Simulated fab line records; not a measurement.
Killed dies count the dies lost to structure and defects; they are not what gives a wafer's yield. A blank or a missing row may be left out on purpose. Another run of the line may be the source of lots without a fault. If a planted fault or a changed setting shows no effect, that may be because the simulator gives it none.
One fault through the eyes of 2 desks + flow nand harc + only its own numbers are on each desk; what lay behind them is given at the end

THE DEFECT DESK
Lot by lot, what the route's inspections counted, given as the mean of those sampled wafers with a number. A lot is out of limits, marked OUT, if its mean lies more than 4 standard deviations from the usual mean; the brackets give that distance.
Columns: A = raw defect count at NHARC_A_M1_INSPECT_11, usual 30
| lot  | first seen here | A  |
|------|-----------------|----|
| L583 | day 18 01:13    | 23 |
| L582 | day 18 01:35    | 10 |
| L586 | day 18 07:59    | 24 |
| L584 | day 18 08:38    | 32 |
| L588 | day 19 18:00    | 30 |
| L594 | day 20 19:23    | 36 |
| L596 | day 21 14:35    | 31 |
| L598 | day 21 20:55    | 33 |
| L597 | day 22 04:53    | 56 |
| L600 | day 22 05:37    | 20 |
| L602 | day 23 18:46    | 18 |
| L604 | day 23 19:22    | 42 |
Finding of this desk: none of the 12 lots has anything out of limits.

FOR THE TOOL OWNER'S DESK: rie diel-09
The tool's own readings at NHARC_A_M1_ETCH_35 (etches the open film in N2/H2, target depth 40 nm, overetch 12 nm, time 43.94 s): means of the sampled wafers that have a number, for each lot that ran on this tool. A lot is out of limits, marked OUT, if its mean lies more than 4 standard deviations from the usual mean; the brackets give that distance.
Columns: A = drypump motor current A at NHARC_A_M1_ETCH_35, usual 5.6 A; B = oes product au at NHARC_A_M1_ETCH_35, usual 0.998 a.u.; C = rf vpp V at NHARC_A_M1_ETCH_35, usual 432.0 V; D = run length s at NHARC_A_M1_ETCH_35, usual 65.4 s; E = showerhead plenum p Torr at NHARC_A_M1_ETCH_35, usual 2.09 Torr; F = throttle valve pct at NHARC_A_M1_ETCH_35, usual 14.171 %
| lot  | first seen here | A   | B     | C     | D              | E    | F      |
|------|-----------------|-----|-------|-------|----------------|------|--------|
| L583 | day 18 01:22    | 5.8 | 1.008 | 432.9 | 65.7           | 2.13 | 14.170 |
| L594 | day 20 19:32    | 5.5 | 1.005 | 434.6 | 65.4           | 2.19 | 14.176 |
| L596 | day 21 14:44    | 5.8 | 1.005 | 433.4 | 56.7 (-22) OUT | 2.13 | 14.180 |
This desk's verdict: out of limits on L596, starting with L596 at day 21 14:44 (run length s at NHARC_A_M1_ETCH_35). L583, L594 stayed within limits.

TAKEN TOGETHER
An alarm could have come from the tool owner's desk at day 21 14:44, on L596.
No out-of-limits result turned up at the defect desk.
The defect desk has L596 on record, within its limits.
Every lot named ran NHARC_A_M1_ETCH_35 on rie diel-09.

WHAT THE SIMULATOR PUT IN
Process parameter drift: rie diel-09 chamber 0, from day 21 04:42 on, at NHARC_A_M1_ETCH_35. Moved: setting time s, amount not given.
Shown lots that were struck: L596.
Hours from the fault's start to each desk's first reading out of limits: the tool owner's desk, 10.
